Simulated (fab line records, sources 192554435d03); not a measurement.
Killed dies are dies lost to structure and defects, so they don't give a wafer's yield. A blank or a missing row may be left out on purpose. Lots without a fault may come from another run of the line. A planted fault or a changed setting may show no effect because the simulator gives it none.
fab line records | flow n5_finfet
record lots=9 wafers=27 last_day=18
route steps=1938 shown BEOL_M0@749 BEOL_M1@752 BEOL_M4@1111 PASSIVATION@1936
lots that met no fault: from a run of the same line without faults
start_h: hours from the record's first day to the start of the lot's first wafer shown | wait_h: hours since the lot's step before | " the same as in the row above | L1.1+2: a row that stands for several wafers | - no value, or no start given | * or withheld: withheld | < > ~ a bound
route shown NAME@n: a module of which the file shows steps, and the number in the route of the first | usual: mean/standard deviation of fault-free wafers | same: alike in all rows | chamber/n: place in a boat | sites: the reading at each site | _std_site: their standard deviation | _edge_site: outer sites' mean less inner sites' | radius_mm: how far each site lies from the wafer's centre | mask NAME#n: copy n | behind: the tool/chamber that last shaped the wafer | hold: why the lot was held/for how many hours/how that ended | device: the transistor (n, p or np) that didn't switch | end of line: the same wafers' tests at the end of the route | a step without rows: its recipe alone | killed: dies lost to structure and defects at the first sort, not the wafer's yield | map: a wafer's dies, x killed, . not, _ none there
set.NAME: the setting as run; set.NAME@STEP: as run at that earlier step | model.NAME: the simulator's own value behind a step, which no gauge read
steps of the route over a sample of lots; a table a step, a row a wafer
services: from which hour (start_h, from the record's first day; less than 0 if before it) a tool's chamber was out of use, for how many hours, and why
## steps
# step N5_BEOL_M0_RS_MEAS_126
# recipe thk_meas_gauge=four-point-probe reads=Co_of_BEOL_M0_CO_CAP_123+Cu_of_BEOL_M0_ECD_118+Co_of_BEOL_M0_CVD_115+TaN_of_BEOL_M0_ALD_136
# usual M0_RS=0.531/0.016
# columns lot.wafer tool chamber start_h wait_h M0_RS[ohm/sq]
L536.2 film_metro-01 - 125.15 0.1 0.553
L536.3 " - " " 0.537
L536.6 " - " " 0.515
L539.2 film_metro-01 - 140.81 0.1 0.518
L539.3 " - " " 0.516
L539.4 " - " " 0.514
L540.1 film_metro-02 - 156.75 0.0 0.537
L540.2 " - " " 0.516
L540.5 " - " " 0.519
L542.3 film_metro-02 - 163.71 0.1 0.510
L542.4 " - " " 0.528
L542.6 " - " " 0.500
L550.1 film_metro-02 - 209.51 0.1 0.547
L550.2 " - " " 0.568
L550.3 " - " " 0.569
L549.1 film_metro-01 - 210.17 0.1 0.522
L549.3 " - " " 0.536
L549.5 " - " " 0.514
L556.1 film_metro-02 - 242.15 0.0 0.533
L556.3 " - " " 0.521
L556.5 " - " " 0.519
L557.1 film_metro-01 - 255.32 0.0 0.557
L557.3 " - " " 0.557
L557.5 " - " " 0.523
L558.2 film_metro-02 - 257.06 0.1 0.537
L558.3 " - " " 0.534
L558.5 " - " " 0.513
# step N5_BEOL_M1_THK_MEAS_01
# recipe reads=SiOC_of_BEOL_M1_ILD_DEP_00
# usual M1_ILD_THK=79.0/1
# columns lot.wafer tool chamber start_h wait_h M1_ILD_THK[nm]
L536.2 film_metro-02 - 125.28 0.1 78.6
L536.3 " - " " 79.3
L536.6 " - " " 80.5
L539.2 film_metro-01 - 140.94 0.1 79.4
L539.3 " - " " 79.0
L539.4 " - " " 79.7
L540.1 film_metro-02 - 156.88 0.0 77.5
L540.2 " - " " 78.3
L540.5 " - " " 79.2
L542.3 film_metro-02 - 163.87 0.1 77.6
L542.4 " - " " 80.2
L542.6 " - " " 80.2
L550.1 film_metro-01 - 209.64 0.0 77.7
L550.2 " - " " 78.5
L550.3 " - " " 78.7
L549.1 film_metro-01 - 210.30 0.0 78.3
L549.3 " - " " 78.4
L549.5 " - " " 81.2
L556.1 film_metro-02 - 242.28 0.0 80.0
L556.3 " - " " 78.2
L556.5 " - " " 80.9
L557.1 film_metro-01 - 255.45 0.0 79.9
L557.3 " - " " 79.2
L557.5 " - " " 81.1
L558.2 film_metro-02 - 257.19 0.1 78.2
L558.3 " - " " 77.8
L558.5 " - " " 79.2
# step N5_BEOL_M1_ETCH_63
# recipe chemistry=CF4 target=SiARC target_depth_a=156 mask_material=CAR-EUV time_s=26 ion_energy_ev=80 pressure_mtorr=40 source_w=545 bias_w=36 Ar_flow_sccm=100 cf4_flow_sccm=100 ends=cleared
# usual drypump_motor_current_A=5.4/0.5 etch_rf_on_time_s=26.1/0.41 oes_product_au=0.64/0.044 rf_fwd_power_W=532.0/2.1 rf_vpp_V=183.7/1.2 showerhead_plenum_p_Torr=2.10/0.075 throttle_valve_pct=15.61/0.19
# columns lot.wafer tool chamber start_h wait_h drypump_motor_current_A etch_rf_on_time_s oes_product_au rf_fwd_power_W rf_hours_counter_h rf_vpp_V showerhead_plenum_p_Torr throttle_valve_pct
L536.2 rie_diel-06 1 127.37 0.0 5.0 25.7 0.67 531.6 127 183.2 2.07 15.61
L536.3 " 2 " " 5.0 25.9 0.64 533.8 136 180.7 2.07 15.61
L536.6 " 3 " " 5.5 26.2 0.59 531.8 - 182.6 2.03 15.56
L539.2 rie_diel-01 0 145.19 0.0 5.4 25.5 0.69 531.7 98 183.7 2.00 15.36
L539.3 " 3 " " 5.7 25.8 0.60 536.4 225 183.8 2.13 15.73
L539.4 " 1 " " 4.7 25.8 0.62 531.6 179 185.3 2.22 15.84
L540.1 rie_diel-01 1 160.72 0.0 4.7 26.2 0.61 529.4 184 184.7 2.22 15.85
L540.2 " 3 " " 5.7 25.9 0.60 536.4 230 183.0 2.13 15.72
L540.5 " 2 " " 6.3 26.3 0.62 531.5 - 184.2 2.13 15.46
L542.3 rie_diel-01 3 164.53 0.0 5.7 25.7 0.61 535.0 231 184.3 2.13 15.73
L542.4 " 0 " " 5.4 25.7 0.68 532.3 104 181.6 2.00 15.40
L542.6 " 2 " " 6.3 25.7 0.63 530.4 - 182.9 2.13 15.45
L550.1 rie_diel-06 0 211.31 0.0 5.5 26.4 0.62 528.6 166 183.9 2.14 15.94
L550.2 " 1 " " 5.0 25.6 0.66 532.1 153 183.5 2.06 15.68
L550.3 " 3 " " 5.6 26.5 0.57 530.5 240 183.1 2.03 15.60
L549.1 rie_diel-06 2 212.67 0.0 5.0 26.1 0.63 529.3 164 182.2 2.06 15.65
L549.3 " 1 " " 5.0 26.0 0.65 535.1 153 182.5 2.06 15.66
L549.5 " 3 " " 5.6 26.7 0.57 531.1 - 184.2 2.03 15.60
L556.1 rie_diel-06 0 244.84 0.0 5.6 26.8 0.61 532.4 176 183.6 2.14 15.94
L556.3 " 1 " " 4.9 25.8 0.64 533.4 164 182.1 2.06 15.68
L556.5 " 3 " " 5.6 26.4 0.57 534.1 - 183.3 2.02 15.63
L557.1 rie_diel-01 2 257.27 0.0 6.3 26.1 0.61 529.7 183 184.6 2.12 15.52
L557.3 " 1 " " 4.7 26.2 0.59 531.7 217 186.3 2.21 15.92
L557.5 " 1 " " 4.7 26.3 0.59 531.9 - 185.6 2.21 15.92
L558.2 rie_diel-01 1 259.23 0.0 4.7 26.1 0.58 531.4 218 183.4 2.21 15.93
L558.3 " 2 " " 6.3 26.3 0.60 532.1 184 184.8 2.12 15.52
L558.5 " 0 " " 5.4 25.5 0.65 530.8 - 182.9 1.98 15.46
# step N5_BEOL_M1_ETCH_64
# recipe chemistry=N2/H2 target=SOC target_depth_a=750 overetch_a=150 mask_material=SiARC temp_c=40 time_s=112.5 ion_energy_ev=200 pressure_mtorr=30 source_w=840 bias_w=150 n2_flow_sccm=200 h2_flow_sccm=200
# usual drypump_motor_current_A=5.4/0.49 oes_product_au=0.59/0.037 rf_fwd_power_W=836.6/2.7 rf_vpp_V=522.5/2.8 showerhead_plenum_p_Torr=2.49/0.093 throttle_valve_pct=17.82/0.2
# columns lot.wafer tool chamber start_h wait_h drypump_motor_current_A oes_product_au rf_fwd_power_W rf_hours_counter_h rf_vpp_V showerhead_plenum_p_Torr throttle_valve_pct
L536.2 rie_diel-06 1 127.40 0.0 5.0 0.63 835.4 127 521.2 2.45 17.76
L536.3 " 2 " " 5.0 0.60 837.4 136 521.2 2.44 17.75
L536.6 " 3 " " 5.6 0.55 838.0 - 519.7 2.41 17.84
L539.2 rie_diel-01 0 145.22 0.0 5.4 0.62 834.6 98 519.2 2.35 17.58
L539.3 " 3 " " 5.7 0.56 836.9 225 522.8 2.52 18.00
L539.4 " 1 " " 4.7 0.57 831.4 179 525.3 2.63 17.99
L540.1 rie_diel-01 1 160.75 0.0 4.7 0.56 632.5 184 576.8 2.63 18.02
L540.2 " 3 " " 5.8 0.55 633.5 230 572.5 2.52 18.00
L540.5 " 2 " " 6.3 0.58 638.4 - 573.3 2.54 17.65
L542.3 rie_diel-01 3 164.56 0.0 5.8 0.56 635.5 231 573.2 2.52 18.01
L542.4 " 0 " " 5.4 0.63 633.3 104 567.8 2.35 17.58
L542.6 " 2 " " 6.3 0.58 634.5 - 574.6 2.54 17.65
L550.1 rie_diel-06 0 211.34 0.0 5.5 0.57 834.0 166 522.5 2.54 18.23
L550.2 " 1 " " 5.0 0.61 834.8 153 519.9 2.44 17.80
L550.3 " 3 " " 5.6 0.53 836.0 240 518.5 2.40 17.88
L549.1 rie_diel-06 2 212.69 0.0 5.0 0.58 836.2 164 521.6 2.43 17.80
L549.3 " 1 " " 5.0 0.60 838.3 153 519.3 2.44 17.80
L549.5 " 3 " " 5.6 0.53 834.9 - 520.0 2.40 17.89
L556.1 rie_diel-06 0 244.86 0.0 5.5 0.57 835.8 176 524.7 2.53 18.24
L556.3 " 1 " " 5.0 0.60 838.2 164 521.8 2.43 17.82
L556.5 " 3 " " 5.6 0.53 838.6 - 520.3 2.40 17.90
L557.1 rie_diel-01 2 257.30 0.0 6.3 0.56 832.2 183 523.8 2.52 17.69
L557.3 " 1 " " 4.7 0.55 835.1 217 526.1 2.62 18.06
L557.5 " 1 " " 4.7 0.54 835.2 - 527.6 2.62 18.06
L558.2 rie_diel-01 1 259.26 0.0 4.7 0.55 832.9 218 526.2 2.62 18.06
L558.3 " 2 " " 6.4 0.57 837.6 184 524.2 2.52 17.70
L558.5 " 0 " " 5.4 0.60 835.0 - 519.3 2.34 17.65
# step N5_BEOL_M4_RC_MEAS_101
# usual DIBL_N=36.5/1.4 DIBL_P=36.9/1.7 IOFF_N=0.163/0.023 IOFF_P=0.22/0.032 ION_N=673/9 ION_P=462/7.5 SS_N=71.6/0.54 SS_P=73.4/0.62 VT_N=249.8/2.8 VT_P=-250/3.5
# columns lot.wafer tool chamber start_h wait_h DIBL_N[mV/V] DIBL_P[mV/V] IOFF_N[nA/um] IOFF_P[nA/um] ION_N[uA/um] ION_P[uA/um] SS_N[mV/dec] SS_P[mV/dec] VT_N[mV] VT_P[mV]
L536.2 prober-01 0 167.30 0.2 35.0 35.9 0.143 0.21 657 457 71.2 73.6 253.3 -248
L536.3 " 0 " " 37.3 38.7 0.184 0.26 680 468 71.9 74.2 247.2 -245
L536.6 " 0 " " 36.1 37.2 0.163 0.23 663 460 72.0 73.8 250.5 -249
L539.2 prober-01 0 188.16 0.2 37.6 36.9 0.182 0.29 679 470 71.9 72.8 247.3 -242
L539.3 " 0 " " 37.0 35.2 0.159 0.25 663 466 72.1 73.0 249.2 -245
L539.4 " 0 " " 36.0 35.0 0.147 0.25 675 472 71.5 72.7 251.0 -243
L540.1 prober-02 0 210.53 0.0 37.1 37.7 0.158 0.21 673 458 71.7 73.4 250.3 -253
L540.2 " 0 " " 38.0 39.2 0.177 0.23 682 465 71.6 73.7 247.7 -250
L540.5 " 0 " " 38.9 40.3 0.197 0.26 686 460 72.0 74.4 247.2 -249
L542.3 prober-01 0 210.98 0.3 36.0 35.8 0.153 0.19 673 455 72.0 73.9 249.3 -253
L542.4 " 0 " " 37.8 37.9 0.184 0.22 667 450 72.8 73.8 247.4 -251
L542.6 " 0 " " 37.8 37.7 0.179 0.21 684 457 72.0 73.6 245.8 -253
L550.1 prober-01 0 250.54 0.0 37.3 38.5 0.196 0.24 682 462 71.8 74.2 245.1 -249
L550.2 " 0 " " 38.3 39.0 0.204 0.25 694 464 71.9 74.2 244.8 -248
L550.3 " 0 " " 36.1 36.6 0.161 0.22 687 469 70.9 74.0 248.7 -249
L549.1 prober-02 0 258.78 0.0 36.8 37.7 0.165 0.23 676 463 71.1 74.2 250.1 -249
L549.3 " 0 " " 38.4 39.3 0.190 0.27 678 470 71.7 73.5 249.8 -246
L549.5 " 0 " " 37.9 38.4 0.181 0.25 676 468 71.4 73.5 249.2 -249
L558.2 prober-02 0 303.82 0.2 37.3 36.0 0.184 0.25 675 464 71.8 73.7 246.7 -246
L558.3 " 0 " " 38.3 37.0 0.213 0.29 673 460 71.7 74.9 245.4 -246
L558.5 " 0 " " 37.7 35.6 0.183 0.25 673 462 72.7 74.1 249.9 -247
L556.1 prober-01 0 307.65 0.0 32.4 32.4 0.116 0.17 662 457 70.1 72.2 252.3 -253
L556.3 " 0 " " 33.6 34.1 0.125 0.18 672 472 70.4 72.7 252.2 -251
L556.5 " 0 " " 33.5 33.6 0.126 0.17 670 458 70.2 72.0 247.5 -254
L557.1 prober-02 0 309.87 0.0 37.4 36.8 0.154 0.21 669 464 71.8 73.0 251.2 -249
L557.3 " 0 " " 35.0 33.4 0.117 0.16 668 456 71.4 72.8 254.7 -253
L557.5 " 0 " " 37.4 36.2 0.156 0.20 664 455 71.9 73.4 252.8 -249
# step N5_PASSIVATION_PROBE_49
# usual defect_limited_yield=91.2/1.4 killed_at_M0_to_M3=35/11 killed_at_M4_up=12/4.2 killed_at_contacts=13/5.6 killed_at_front_end=40/12 killed_at_other=3.3/2.6 killed_dies=103/17 killed_open=68/12 killed_short=34/7.6 sort_bin_5_function=5.1/0.95 sort_bin_6_memory=3.3/0.68 sort_bin_8_speed=0.00/0.007 sort_n_pass=1077/17 sort_yield_pct=91.2/1.4
# same gross_dies=1180 killed_at_back_side=0 sort_bin_4_leakage[%]=0
# columns lot.wafer tool chamber start_h wait_h defect_limited_yield[%] killed_at_M0_to_M3 killed_at_M4_up killed_at_contacts killed_at_front_end killed_at_other killed_dies killed_open killed_short sort_bin_5_function[%] sort_bin_6_memory[%] sort_bin_8_speed[%] sort_n_pass sort_yield_pct[%]
L542.3 prober-02 - 306.08 0.1 90.3 32 18 30 34 1 115 83 31 5.6 4.0 0.08 1065 90.3
L542.4 prober-02 - 306.13 0.2 91.0 45 8 22 30 1 106 73 32 5.3 3.5 0 1074 91.0
L542.6 prober-02 - 306.23 0.3 90.8 30 18 17 44 0 109 71 35 5.0 3.6 0 1071 90.8
L540.1 prober-02 - 318.73 0.0 92.5 27 10 7 41 4 89 62 25 4.4 2.9 0 1091 92.5
L540.2 prober-02 - 318.78 0.1 93.7 22 12 9 25 6 74 49 23 3.9 2.4 0 1106 93.7
L540.5 prober-02 - 318.93 0.2 89.4 45 11 32 30 7 125 84 39 6.4 4.1 0 1055 89.4
L549.1 prober-02 - 355.75 0.0 89.3 44 19 11 50 2 126 84 39 5.7 4.7 0 1054 89.3
L549.3 prober-02 - 355.85 0.1 90.1 38 7 12 55 5 117 80 35 6.0 3.6 0 1063 90.1
L549.5 prober-02 - 355.95 0.2 89.9 22 15 17 60 5 119 82 36 6.7 3.0 0 1061 89.9
L558.2 prober-02 - 426.90 0.1 92.2 13 11 7 60 1 92 62 29 5.1 2.5 0 1088 92.2
L558.3 prober-02 - 426.95 0.1 89.2 28 11 17 72 0 128 93 35 6.8 3.9 0 1052 89.2
L558.5 prober-02 - 427.05 0.2 89.3 39 11 14 61 1 126 91 35 6.5 4.0 0 1054 89.3
# killed by level:class
L542.3 MOL_CONTACT_COAG:geometric_particle:open=25 STI_FIN_REVEAL:geometric_particle:open=12 BEOL_M0_SAQP:geometric_particle:open=12 BEOL_M0_SAQP:geometric_particle:short=8 BEOL_M4:geometric_particle:open=7 MOL_CONTACT_COAG:geometric_particle:short=5 GATE_CUT:geometric_particle:short=4 BEOL_M3:geometric_particle:open=4
L542.4 MOL_CONTACT_COAG:geometric_particle:open=19 BEOL_M1:geometric_particle:open=8 BEOL_M0_SAQP:geometric_particle:open=7 BEOL_M0_SAQP:geometric_particle:short=7 BEOL_M2:geometric_particle:open=7 BEOL_M2:geometric_particle:short=7 BEOL_M3:geometric_particle:open=7 STI_FIN_REVEAL:geometric_particle:open=6
L542.6 MOL_CONTACT_COAG:geometric_particle:open=16 STI_FIN_REVEAL:geometric_particle:open=15 BEOL_M0_SAQP:geometric_particle:open=9 BEOL_M4:geometric_particle:open=8 FIN_SAQP:geometric_particle:short=7 BEOL_M0_SAQP:geometric_particle:short=7 STI_FIN_REVEAL:geometric_particle:short=4 GATE_CUT:geometric_particle:open=4
L540.1 DUMMY_GATE:geometric_particle:open=14 BEOL_M0_SAQP:geometric_particle:short=9 BEOL_M0_SAQP:geometric_particle:open=8 MOL_CONTACT_COAG:geometric_particle:open=7 BEOL_M1:geometric_particle:open=6 STI_FIN_REVEAL:geometric_particle:open=5 DUMMY_GATE:geometric_particle:short=5 ILD0:geometric_particle:open=3
L540.2 MOL_CONTACT_COAG:geometric_particle:open=9 BEOL_M0_SAQP:geometric_particle:open=9 FIN_SAQP:geometric_particle:short=6 FIN_SAQP:geometric_particle:open=5 STI_FIN_REVEAL:geometric_particle:open=4 BEOL_M0:geometric_particle:short=4 STARTING-WAFER:geometric_particle:open=4 BEOL_M0_SAQP:geometric_particle:short=3
L540.5 MOL_CONTACT_COAG:geometric_particle:open=23 BEOL_M0_SAQP:geometric_particle:open=14 BEOL_M1:geometric_particle:open=10 FIN_SAQP:geometric_particle:short=9 MOL_CONTACT_COAG:geometric_particle:short=9 FIN_SAQP:geometric_particle:open=7 BEOL_M0_SAQP:geometric_particle:short=6 BEOL_M2:geometric_particle:open=6
L549.1 FIN_SAQP:geometric_particle:open=13 BEOL_M0_SAQP:geometric_particle:open=12 BEOL_M1:geometric_particle:open=11 STI_FIN_REVEAL:geometric_particle:open=8 MOL_CONTACT_COAG:geometric_particle:open=8 BEOL_M0_SAQP:geometric_particle:short=6 FIN_CUT:geometric_particle:short=5 BEOL_M3:geometric_particle:open=5
L549.3 FIN_SAQP:geometric_particle:open=19 MOL_CONTACT_COAG:geometric_particle:open=11 FIN_SAQP:geometric_particle:short=9 BEOL_M1:geometric_particle:open=9 BEOL_M2:geometric_particle:open=8 GATE_CUT:geometric_particle:short=6 BEOL_M0_SAQP:geometric_particle:open=6 DUMMY_GATE:geometric_particle:open=5
L549.5 FIN_SAQP:geometric_particle:open=16 MOL_CONTACT_COAG:geometric_particle:open=14 FIN_SAQP:geometric_particle:short=10 STI_FIN_REVEAL:geometric_particle:open=8 BEOL_M0_SAQP:geometric_particle:open=8 GATE_CUT:geometric_particle:short=6 BEOL_M5:geometric_particle:open=5 ILD0:geometric_particle:open=4
L558.2 STI_FIN_REVEAL:geometric_particle:open=16 FIN_SAQP:geometric_particle:open=14 STI_FIN_REVEAL:geometric_particle:short=7 MOL_CONTACT_COAG:geometric_particle:open=7 FIN_SAQP:geometric_particle:short=6 GATE_CUT:geometric_particle:short=6 BEOL_M3:geometric_particle:open=4 STARTING-WAFER:geometric_particle:open=4
L558.3 STI_FIN_REVEAL:geometric_particle:open=30 FIN_SAQP:geometric_particle:open=16 MOL_CONTACT_COAG:geometric_particle:open=15 FIN_SAQP:geometric_particle:short=9 GATE_CUT:geometric_particle:short=6 BEOL_M0_SAQP:geometric_particle:open=6 BEOL_M1:geometric_particle:open=6 STI_FIN_REVEAL:geometric_particle:short=4
L558.5 STI_FIN_REVEAL:geometric_particle:open=31 MOL_CONTACT_COAG:geometric_particle:open=10 STI_FIN_REVEAL:geometric_particle:short=8 BEOL_M1:geometric_particle:open=8 BEOL_M3:geometric_particle:open=8 BEOL_M2:geometric_particle:open=7 FIN_SAQP:geometric_particle:open=6 BEOL_M0_SAQP:geometric_particle:short=6
## services
# columns tool chamber start_h hours kind
rie_diel-06 0 161.86 8.2 repair
rie_diel-01 2 235.65 2.4 repair
rie_diel-01 3 236.99 5.4 repair
rie_diel-01 3 242.70 - clean
rie_diel-01 3 242.70 - consumable_replace:esc
rie_diel-01 3 242.70 - consumable_replace:focus_ring
rie_diel-01 3 242.70 18.6 scheduled_down
rie_diel-01 3 242.70 18.6 vent_cycle
rie_diel-06 3 247.21 - clean
rie_diel-06 3 247.21 - consumable_replace:focus_ring
rie_diel-06 3 247.21 - consumable_replace:showerhead
rie_diel-06 3 247.21 23.3 scheduled_down
rie_diel-06 3 247.21 23.3 vent_cycle
## key
first_sign step=N5_BEOL_M1_ETCH_64 reading=rf_fwd_power_W direction=down sigmas=75 usual=* struck=*
effect step=N5_BEOL_M1_ETCH_64 reading=rf_vpp_V direction=up sigmas=18 usual=522.5 struck=573.0
met_at N5_BEOL_M1_ETCH_64
struck_lots L540,L542
not_acting_at N5_BEOL_M0_RS_MEAS_126,N5_BEOL_M1_THK_MEAS_01,N5_BEOL_M1_ETCH_63
onset_between 145.22 160.75
fault kind=process_parameter_drift tool=rie_diel-01 chamber=- onset_h=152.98 steps=N5_BEOL_M1_ETCH_64 channel=source_w offset=-201.6 shape=step end_h=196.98 acts_in=these_recipes_only stated=840
